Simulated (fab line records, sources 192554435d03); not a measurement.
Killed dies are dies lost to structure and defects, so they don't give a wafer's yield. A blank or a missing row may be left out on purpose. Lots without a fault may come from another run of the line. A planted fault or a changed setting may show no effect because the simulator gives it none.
fab line records | flow n5_finfet
record lots=13 wafers=39 last_day=17
route steps=1938 shown MOL_CONTACT_COAG@527 PASSIVATION@1936
lots that met no fault: from a run of the same line without faults
start_h: hours from the record's first day to the start of the lot's first wafer shown | wait_h: hours since the lot's step before | " the same as in the row above | L1.1+2: a row that stands for several wafers | - no value, or no start given | * or withheld: withheld | < > ~ a bound
route shown NAME@n: a module of which the file shows steps, and the number in the route of the first | usual: mean/standard deviation of fault-free wafers | same: alike in all rows | chamber/n: place in a boat | sites: the reading at each site | _std_site: their standard deviation | _edge_site: outer sites' mean less inner sites' | radius_mm: how far each site lies from the wafer's centre | mask NAME#n: copy n | behind: the tool/chamber that last shaped the wafer | hold: why the lot was held/for how many hours/how that ended | device: the transistor (n, p or np) that didn't switch | end of line: the same wafers' tests at the end of the route | a step without rows: its recipe alone | killed: dies lost to structure and defects at the first sort, not the wafer's yield | map: a wafer's dies, x killed, . not, _ none there
set.NAME: the setting as run; set.NAME@STEP: as run at that earlier step | model.NAME: the simulator's own value behind a step, which no gauge read
steps of the route over a sample of lots; a table a step, a row a wafer
services: from which hour (start_h, from the record's first day; less than 0 if before it) a tool's chamber was out of use, for how many hours, and why
## steps
# step N5_MOL_CONTACT_COAG_OVL_MEAS_09
# recipe points_per_wafer=522
# usual CA_OVL=0.3/0.75
# columns lot.wafer tool chamber start_h wait_h CA_OVL[nm]
L998.1 overlay-02 0 91.29 0.0 -0.1
L998.2 " 0 " " 0.1
L998.3 " 0 " " 0.1
L999.1 overlay-02 0 103.38 0.0 0.6
L999.2 " 0 " " 1.0
L999.4 " 0 " " 0.3
L102.1 overlay-01 0 117.35 0.0 -1.0
L102.4 " 0 " " -1.1
L102.6 " 0 " " -0.5
L104.3 overlay-02 0 134.23 0.0 1.7
L104.4 " 0 " " 0.6
L104.5 " 0 " " 0.9
L106.2 overlay-02 0 142.90 0.0 -1.0
L106.4 " 0 " " 0.7
L106.6 " 0 " " 0.5
L107.1 overlay-02 0 147.08 0.0 1.7
L107.2 " 0 " " 1.3
L107.6 " 0 " " 0.5
L108.1 overlay-02 0 162.83 0.0 -0.4
L108.5 " 0 " " -0.3
L108.6 " 0 " " 0.6
L109.1 overlay-02 0 163.35 0.0 -0.7
L109.2 " 0 " " -1.0
L109.4 " 0 " " -1.4
L113.3 overlay-02 0 185.70 0.0 -0.7
L113.5 " 0 " " 0.2
L113.6 " 0 " " 0.4
L115.2 overlay-02 0 198.44 0.0 -0.7
L115.4 " 0 " " -0.7
L115.6 " 0 " " -0.8
L117.1 overlay-02 0 207.78 0.0 0.7
L117.2 " 0 " " 0.8
L117.6 " 0 " " 0.2
L118.3 overlay-02 0 218.21 0.0 0.3
L118.5 " 0 " " 0.3
L118.6 " 0 " " 0.1
L119.1 overlay-02 0 219.94 0.0 -0.4
L119.4 " 0 " " 0.6
L119.6 " 0 " " 1.2
# step N5_MOL_CONTACT_COAG_ALD_20
# recipe material=TiN target_thk_a=15 temp_c=400 ald_precursor_family=TiCl4 ald_co_reactant=NH3 pulse_time_s=1 purge_time_s=3 co_reactant_purge_time_s=2 co_reactant_pulse_time_s=2 ald_cycles=68 pressure_torr=3
# usual heater_power_w=860/80 precursor_pulse_height_rel=0.999/0.018 susceptor_temp_C=399.98/0.21
# columns lot.wafer tool chamber start_h wait_h heater_power_w precursor_pulse_height_rel since_wet_clean_h susceptor_temp_C
L998.1 ald_metal-02 0 92.51 0.1 901 1.030 1294 399.89
L998.2 " 2 " " 884 0.998 1294 400.00
L998.3 " 1 " " 742 0.988 1294 400.11
L999.1 ald_metal-02 3 106.09 0.1 895 1.006 1307 399.80
L999.2 " 1 " " 744 0.995 1307 399.52
L999.4 " 2 " " 877 1.005 1307 399.69
L102.1 ald_metal-04 1 118.49 0.1 875 1.016 5935 399.79
L102.4 " 2 " " 723 0.989 5935 399.83
L102.6 " 0 " " 958 0.989 - 400.52
L104.3 ald_metal-01 0 135.42 0.1 907 0.976 2875 400.30
L104.4 " 3 " " 834 1.016 2875 400.56
L104.5 " 0 " " 913 1.015 - 400.19
L106.2 ald_metal-04 1 143.99 0.1 875 0.996 5961 399.67
L106.4 " 2 " " 724 1.010 5961 400.33
L106.6 " 0 " " 956 1.009 - 400.17
L107.1 ald_metal-02 1 148.43 0.1 725 1.005 1350 399.94
L107.2 " 0 " " 867 0.971 1350 399.72
L107.6 " 2 " " 879 1.005 - 399.81
L108.1 ald_metal-02 2 164.12 0.1 885 1.006 1365 400.10
L108.5 " 1 " " 726 0.999 - 400.04
L108.6 " 2 " " 885 1.000 - 400.14
L109.1 ald_metal-04 1 164.42 0.1 901 1.062 5981 399.76
L109.2 " 2 " " 723 1.009 5981 399.51
L109.4 " 2 " " 743 0.997 - 400.19
L113.3 ald_metal-02 3 188.04 0.1 891 0.983 1389 399.77
L113.5 " 1 " " 752 1.001 - 399.85
L113.6 " 2 " " 882 0.972 - 400.00
L115.2 ald_metal-04 1 201.16 0.1 858 1.008 6018 399.81
L115.4 " 3 " " 830 0.967 6018 399.88
L115.6 " 0 " " 953 0.967 - 399.57
L117.1 ald_metal-02 2 209.50 0.1 872 0.976 1411 400.15
L117.2 " 1 " " 726 1.022 1411 400.06
L117.6 " 3 " " 925 0.989 - 399.78
L118.3 ald_metal-02 3 220.32 0.1 895 1.019 1422 400.14
L118.5 " 0 " " 866 1.003 - 399.99
L118.6 " 3 " " 886 1.015 - 400.00
L119.1 ald_metal-01 3 221.64 0.1 820 1.007 2961 399.68
L119.4 " 0 " " 928 1.026 2961 400.22
L119.6 " 0 " " 922 0.989 - 400.14
# step N5_MOL_CONTACT_COAG_SIL_ANNEAL_21
# recipe temp_c=550 time_s=60 ambient=N2
# usual lamp_power_pct=5.62/0.27 lamp_zone_1_pct=5.62/0.27 lamp_zone_3_pct=5.62/0.27 wafer_temp_C_max=552.3/0.52
# columns lot.wafer tool chamber start_h wait_h lamp_power_pct lamp_zone_1_pct lamp_zone_3_pct wafer_temp_C_max
L998.1 rtp_anneal-02 0 92.88 0.2 5.94 5.95 5.96 552.2
L998.2 " 0 " " 5.95 5.94 5.94 551.7
L998.3 " 0 " " 5.95 5.95 5.94 552.1
L999.1 rtp_anneal-02 0 106.46 0.2 5.94 5.94 5.94 551.6
L999.2 " 0 " " 5.94 5.95 5.94 552.3
L999.4 " 0 " " 5.95 5.95 5.94 552.9
L102.1 rtp_anneal-01 0 118.94 0.3 5.39 5.39 5.39 551.4
L102.4 " 0 " " 5.39 5.38 5.39 552.4
L102.6 " 0 " " 5.39 5.39 5.39 551.9
L104.3 rtp_anneal-02 0 135.91 0.3 5.94 5.95 5.94 552.7
L104.4 " 0 " " 5.94 5.95 5.94 552.9
L104.5 " 0 " " 5.95 5.95 5.94 552.5
L106.2 rtp_anneal-01 0 144.39 0.2 5.41 5.40 5.39 551.8
L106.4 " 0 " " 5.39 5.40 5.38 551.8
L106.6 " 0 " " 5.39 5.39 5.40 552.1
L107.1 rtp_anneal-02 - 148.86 0.3 - - - -
L107.2 " - " " - - - -
L107.6 " - " " - - - -
L108.1 rtp_anneal-01 - 164.50 0.2 - - - -
L108.5 " - " " - - - -
L108.6 " - " " - - - -
L109.1 rtp_anneal-02 - 164.80 0.2 - - - -
L109.2 " - " " - - - -
L109.4 " - " " - - - -
L113.3 rtp_anneal-01 0 188.55 0.3 5.39 5.39 5.39 552.0
L113.5 " 0 " " 5.40 5.40 5.38 552.9
L113.6 " 0 " " 5.39 5.39 5.38 552.7
L115.2 rtp_anneal-01 0 201.58 0.2 5.40 5.39 5.39 552.1
L115.4 " 0 " " 5.40 5.39 5.39 552.3
L115.6 " 0 " " 5.39 5.38 5.39 552.6
L117.1 rtp_anneal-01 0 209.88 0.2 5.40 5.40 5.39 552.7
L117.2 " 0 " " 5.39 5.39 5.39 552.7
L117.6 " 0 " " 5.39 5.39 5.39 551.5
L118.3 rtp_anneal-01 0 220.79 0.3 5.39 5.39 5.39 552.4
L118.5 " 0 " " 5.39 5.38 5.40 552.1
L118.6 " 0 " " 5.38 5.39 5.39 551.7
L119.1 rtp_anneal-01 0 222.02 0.2 5.39 5.39 5.39 551.7
L119.4 " 0 " " 5.39 5.39 5.39 552.1
L119.6 " 0 " " 5.39 5.39 5.40 553.3
# step N5_MOL_CONTACT_COAG_PRE_CLEAN_142
# recipe gas=H2/He time_s=60 temp_c=300
# usual heater_power_w=468/37 susceptor_temp_C=300.01/0.18
# columns lot.wafer tool chamber start_h wait_h heater_power_w susceptor_temp_C
L998.1 pvd_sputter-01 - 97.64 2.0 443 300.14
L998.2 " - " " 460 300.23
L998.3 " - " " 452 300.11
L999.1 pvd_sputter-03 - 110.36 2.6 425 299.75
L999.2 " - " " 521 300.14
L999.4 " - " " 517 300.09
L102.1 pvd_sputter-02 - 123.39 1.1 414 300.01
L102.4 " - " " 497 300.08
L102.6 " - " " 490 300.31
L104.3 pvd_sputter-02 - 143.71 2.6 423 300.29
L104.4 " - " " 488 299.86
L104.5 " - " " 431 300.03
L106.2 pvd_sputter-01 - 148.45 2.2 498 300.16
L106.4 " - " " 470 300.01
L106.6 " - " " 450 299.99
L107.1 pvd_sputter-03 - 154.17 1.6 527 300.12
L107.2 " - " " 423 300.18
L107.6 " - " " 518 299.80
L108.1 pvd_sputter-01 - 167.35 1.5 468 299.59
L108.5 " - " " 490 299.75
L108.6 " - " " 454 300.35
L109.1 pvd_sputter-03 - 167.38 1.3 504 300.04
L109.2 " - " " 533 300.01
L109.4 " - " " 498 300.48
L113.3 pvd_sputter-02 - 191.38 1.1 507 299.84
L113.5 " - " " 426 299.76
L113.6 " - " " 423 300.02
L115.2 pvd_sputter-03 - 206.10 1.5 540 299.98
L115.4 " - " " 513 300.18
L115.6 " - " " 490 300.11
L117.1 pvd_sputter-03 - 213.20 1.2 478 300.24
L117.2 " - " " 513 300.12
L117.6 " - " " 516 299.99
L118.3 pvd_sputter-03 - 228.32 4.2 504 299.99
L118.5 " - " " 486 299.90
L118.6 " - " " 425 300.05
L119.1 pvd_sputter-02 - 228.50 4.2 437 300.29
L119.4 " - " " 421 299.96
L119.6 " - " " 498 300.16
# step N5_PASSIVATION_PROBE_49
# usual killed_at_M0_to_M3=34/11 killed_at_M4_up=14/5.7 killed_at_contacts=14/6.9 killed_at_front_end=40/11 killed_at_other=4/3.1 killed_dies=105/17 killed_open=70/13 killed_short=34/7.6
# same gross_dies=1180 killed_at_back_side=0
# columns lot.wafer tool chamber start_h wait_h killed_at_M0_to_M3 killed_at_M4_up killed_at_contacts killed_at_front_end killed_at_other killed_dies killed_open killed_short
L999.1 prober-01 - 270.51 0.0 35 6 9 37 4 91 59 32
L999.2 prober-01 - 270.56 0.1 53 11 10 52 8 134 88 43
L999.4 prober-01 - 270.66 0.2 29 15 8 30 9 91 62 29
L104.3 prober-01 - 313.49 0.1 32 14 18 39 2 105 70 31
L104.4 prober-01 - 313.54 0.2 32 15 15 32 2 96 58 35
L104.5 prober-01 - 313.59 0.2 22 19 9 41 7 98 55 39
L107.1 prober-01 - 329.17 0.0 35 11 12 36 0 94 64 28
L113.3 prober-01 - 374.86 0.1 64 17 14 28 0 123 86 36
L113.5 prober-01 - 374.96 0.2 26 25 10 19 1 81 59 20
L113.6 prober-01 - 375.01 0.3 54 16 13 56 3 142 102 39
L115.2 prober-02 - 378.90 0.1 46 18 15 39 1 119 87 31
L115.4 prober-02 - 379.00 0.2 32 28 14 28 0 102 74 28
L115.6 prober-02 - 379.10 0.3 27 27 27 29 3 113 75 33
# killed by level:class
L999.1 BEOL_M0_SAQP:geometric_particle:short=9 FIN_SAQP:geometric_particle:open=7 MOL_CONTACT_COAG:geometric_particle:open=7 BEOL_M0_SAQP:geometric_particle:open=7 BEOL_M3:geometric_particle:open=6 STI_FIN_REVEAL:geometric_particle:open=5 DUMMY_GATE:geometric_particle:open=5 FIN_SAQP:geometric_particle:short=4
L999.2 STI_FIN_REVEAL:geometric_particle:open=13 BEOL_M3:geometric_particle:open=13 BEOL_M0_SAQP:geometric_particle:short=12 BEOL_M0_SAQP:geometric_particle:open=12 DUMMY_GATE:geometric_particle:open=8 MOL_CONTACT_COAG:geometric_particle:open=8 FIN_SAQP:geometric_particle:open=5 FIN_SAQP:geometric_particle:short=4
L999.4 FIN_SAQP:geometric_particle:open=9 MOL_CONTACT_COAG:geometric_particle:open=8 BEOL_M0_SAQP:geometric_particle:short=8 BEOL_M1:geometric_particle:open=7 GATE_CUT:geometric_particle:short=6 BEOL_M3:geometric_particle:open=5 BEOL_M0_SAQP:geometric_particle:open=5 BEOL_M4:geometric_particle:open=5
L104.3 MOL_CONTACT_COAG:geometric_particle:open=13 BEOL_M0_SAQP:geometric_particle:short=8 FIN_SAQP:geometric_particle:open=7 BEOL_M3:geometric_particle:open=6 DUMMY_GATE:geometric_particle:open=5 ILD0:geometric_particle:open=5 STI_FIN_REVEAL:geometric_particle:open=4 BEOL_M0_SAQP:geometric_particle:open=4
L104.4 BEOL_M0_SAQP:geometric_particle:short=13 FIN_SAQP:geometric_particle:open=10 MOL_CONTACT_COAG:geometric_particle:open=9 BEOL_M3:geometric_particle:open=7 BEOL_M0_SAQP:geometric_particle:open=6 MOL_CONTACT_COAG:geometric_particle:short=5 ILD0:geometric_particle:open=5 BEOL_M4:geometric_particle:open=5
L104.5 FIN_SAQP:geometric_particle:open=10 GATE_CUT:geometric_particle:open=8 GATE_CUT:geometric_particle:short=7 MOL_CONTACT_COAG:geometric_particle:open=6 BEOL_M4:geometric_particle:open=6 BEOL_M0_SAQP:geometric_particle:short=5 FIN_SAQP:geometric_particle:short=4 STI_FIN_REVEAL:geometric_particle:open=3
L107.1 STI_FIN_REVEAL:geometric_particle:open=13 BEOL_M3:geometric_particle:open=12 MOL_CONTACT_COAG:geometric_particle:open=8 BEOL_M0:geometric_particle:open=7 GATE_CUT:geometric_particle:short=5 MOL_CONTACT_COAG:geometric_particle:short=4 BEOL_M1:geometric_particle:open=4 FIN_SAQP:geometric_particle:open=3
L113.3 BEOL_M3:geometric_particle:open=19 BEOL_M1:geometric_particle:open=12 MOL_CONTACT_COAG:geometric_particle:open=11 BEOL_M0_SAQP:geometric_particle:open=8 BEOL_M2:geometric_particle:open=8 BEOL_M4:geometric_particle:open=8 BEOL_M0_SAQP:geometric_particle:short=6 FIN_SAQP:geometric_particle:open=4
L113.5 BEOL_M4:geometric_particle:open=18 MOL_CONTACT_COAG:geometric_particle:open=10 BEOL_M0_SAQP:geometric_particle:short=6 BEOL_M3:geometric_particle:open=6 BEOL_M1:geometric_particle:open=5 FIN_SAQP:geometric_particle:open=4 ILD0:geometric_particle:short=4 GATE_CUT:geometric_particle:open=4
L113.6 BEOL_M0_SAQP:geometric_particle:open=17 STI_FIN_REVEAL:geometric_particle:open=16 FIN_SAQP:geometric_particle:open=15 BEOL_M0_SAQP:geometric_particle:short=12 MOL_CONTACT_COAG:geometric_particle:open=11 BEOL_M3:geometric_particle:open=8 BEOL_M1:geometric_particle:open=8 BEOL_M4:geometric_particle:open=6
L115.2 BEOL_M3:geometric_particle:open=17 MOL_CONTACT_COAG:geometric_particle:open=14 FIN_SAQP:geometric_particle:open=9 BEOL_M0_SAQP:geometric_particle:short=9 BEOL_M4:geometric_particle:open=9 DUMMY_GATE:geometric_particle:open=8 BEOL_M2:geometric_particle:open=6 GATE_CUT:geometric_particle:short=4
L115.4 BEOL_M4:geometric_particle:open=14 BEOL_M3:geometric_particle:open=13 MOL_CONTACT_COAG:geometric_particle:open=10 STI_FIN_REVEAL:geometric_particle:open=9 BEOL_M0:geometric_particle:open=6 BEOL_M4:geometric_particle:short=6 MOL_CONTACT_COAG:geometric_particle:short=4 BEOL_M0_SAQP:geometric_particle:open=4
L115.6 MOL_CONTACT_COAG:geometric_particle:open=21 BEOL_M4:geometric_particle:open=10 BEOL_M0_SAQP:geometric_particle:short=9 BEOL_M0_SAQP:geometric_particle:open=9 STI_FIN_REVEAL:geometric_particle:open=8 FIN_SAQP:geometric_particle:open=6 MOL_CONTACT_COAG:geometric_particle:short=6 DUMMY_GATE:geometric_particle:open=4
## services
# columns tool chamber start_h hours kind
ald_metal-04 - 84.85 1.1 repair
ald_metal-02 - 123.87 0.3 repair
pvd_sputter-02 - 126.57 5.3 repair
ald_metal-04 0 144.49 25.5 repair
ald_metal-02 - 176.53 1.5 repair
ald_metal-02 0 187.53 3.4 repair
ald_metal-01 0 194.29 26.0 repair
## key
first_sign step=N5_MOL_CONTACT_COAG_SIL_ANNEAL_21 reading=tool_record direction=missing
effect none on later readings
met_at N5_MOL_CONTACT_COAG_SIL_ANNEAL_21
struck_lots L107,L108,L109
rows_end L108.1,L108.5,L108.6,L109.1,L109.2,L109.4
tester_left_out L107
not_acting_at N5_MOL_CONTACT_COAG_OVL_MEAS_09,N5_MOL_CONTACT_COAG_ALD_20,N5_MOL_CONTACT_COAG_PRE_CLEAN_142
onset_between 144.39 148.86
fault kind=skipped_step_whole tool=rtp_anneal-01,rtp_anneal-02 chamber=- onset_h=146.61 steps=N5_MOL_CONTACT_COAG_SIL_ANNEAL_21 scope=struck_lots_only
# tester_left_out: of these lots the tester's yield and bins aren't shown, on N5 and GAA mostly nor the transistor test; their killed dies are dies lost to structure and defects alone, not to doping, threshold or leakage, so they don't give the yield
# rows_end: these wafers met a further fault down the route, and their rows from its step on are left out
